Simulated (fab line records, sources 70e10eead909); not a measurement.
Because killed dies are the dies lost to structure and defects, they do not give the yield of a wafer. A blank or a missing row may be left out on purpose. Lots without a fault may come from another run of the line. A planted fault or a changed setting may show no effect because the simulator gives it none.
Struck lot and sound lot, side by side -- flow nand-harc -- 18 out of 1302 route steps
Sound: the wafers L138.4, L138.5, L138.6. Wafers struck: L140.1, L140.4, L140.5. The cause comes at the end.
Order at every step that has rows: each side's tool, ch and its chambers, its first start. Under that, the readings that differ: sound wafers -- struck wafers -- difference of the means -- sigmas: that difference in standard deviations of wafers without a fault.
alike: words and numbers the same on both sides, and readings whose means are apart by under 2 such deviations; not compared: readings that were withheld, readings missing a value for some wafer, numbers with overlapping values and no deviation given by the record, and bounds like >300 which may hide the same value.
Wherever a step has rows on one side only, a row that says differs or no value, or a row with sigmas, the two part there. Numbers that have no deviation but don't overlap get no sigmas and don't part them. A reading that every wafer of one side lacks parts them only if that side has two wafers or more.

NHARC_P_ZERO_WELL_CD_MEAS_37: the cd target is 720 nm.
  sound on cd-sem-03 ch 0, day 5 07:53; struck on cd-sem-03 ch 0, day 6 03:56
  alike: cd-nm
then, 1 step without rows for these wafers: NHARC_P_ZERO_WELL_HARDBAKE_38 (time 80 s).
NHARC_P_ZERO_WELL_DESCUM_39: chemistry O2, time 3 s.
  sound on rie-diel-09 ch 0,1,3, day 5 08:04; struck on rie-diel-01 ch 0,1,2, day 6 04:07
  alike: drypump-motor-current-A, oes-product-au, rf-vpp-V, showerhead-plenum-p-Torr, throttle-valve-pct
  not compared: rf-hours-counter-h
then, 9 steps without rows for these wafers: NHARC_P_ZERO_WELL_IMPLANT_40; NHARC_P_ZERO_WELL_IMPLANT_59; NHARC_P_ZERO_WELL_IMPLANT_60; NHARC_P_ZERO_WELL_STRIP_41 (strips in SPM, time 840 s); NHARC_P_ZERO_WELL_DEHYDRATE_44 (time 120 s); NHARC_P_ZERO_WELL_HMDS_45 (time 30 s); NHARC_P_ZERO_WELL_COAT_46; NHARC_P_ZERO_WELL_SOFTBAKE_47 (time 95 s); NHARC_P_ZERO_WELL_EBR_48.
NHARC_P_ZERO_WELL_EXPOSE_49: exposes mask P HVPW, target cd 2000 nm.
  sound on krf-scanner-04 ch 0, day 5 09:22; struck on krf-scanner-03 ch 0, day 6 05:26
reading,sound,struck,difference,sigmas
mask,P_HVPW#0 P_HVPW#0 P_HVPW#0,P_NWELL#0 P_NWELL#0 P_NWELL#0,differs,
  alike: stage-vel-mm-s
then, 2 steps without rows for these wafers: NHARC_P_ZERO_WELL_PEB_50 (peb time 85 s); NHARC_P_ZERO_WELL_DEVELOP_51 (time 70 s).
NHARC_P_ZERO_WELL_CD_MEAS_52: the cd target is 2000 nm.
  sound on cd-sem-02 ch 0, day 5 09:31; struck on cd-sem-02 ch 0, day 6 05:35
reading,sound,struck,difference,sigmas
cd-nm (nm),1998.5 1998.9 1998.6,- - -,no value on the struck wafers,
then, 1 step without rows for these wafers: NHARC_P_ZERO_WELL_HARDBAKE_53 (time 80 s).
-- the record jumps here: 23 days lie between the struck wafers' starts before and after (it left off in module P_ZERO_WELL and takes up again in module END, whose first step shown is number 1302 of the route) --
NHARC_END_SORT_01:
  at this point the record logs the struck wafers (prober-02 ch 0, day 28 19:38) and has no rows for the sound ones

## WHERE THEY PART
First at NHARC_P_ZERO_WELL_EXPOSE_49; last, within this record, at NHARC_END_SORT_01.

WHY: what the simulator had put in
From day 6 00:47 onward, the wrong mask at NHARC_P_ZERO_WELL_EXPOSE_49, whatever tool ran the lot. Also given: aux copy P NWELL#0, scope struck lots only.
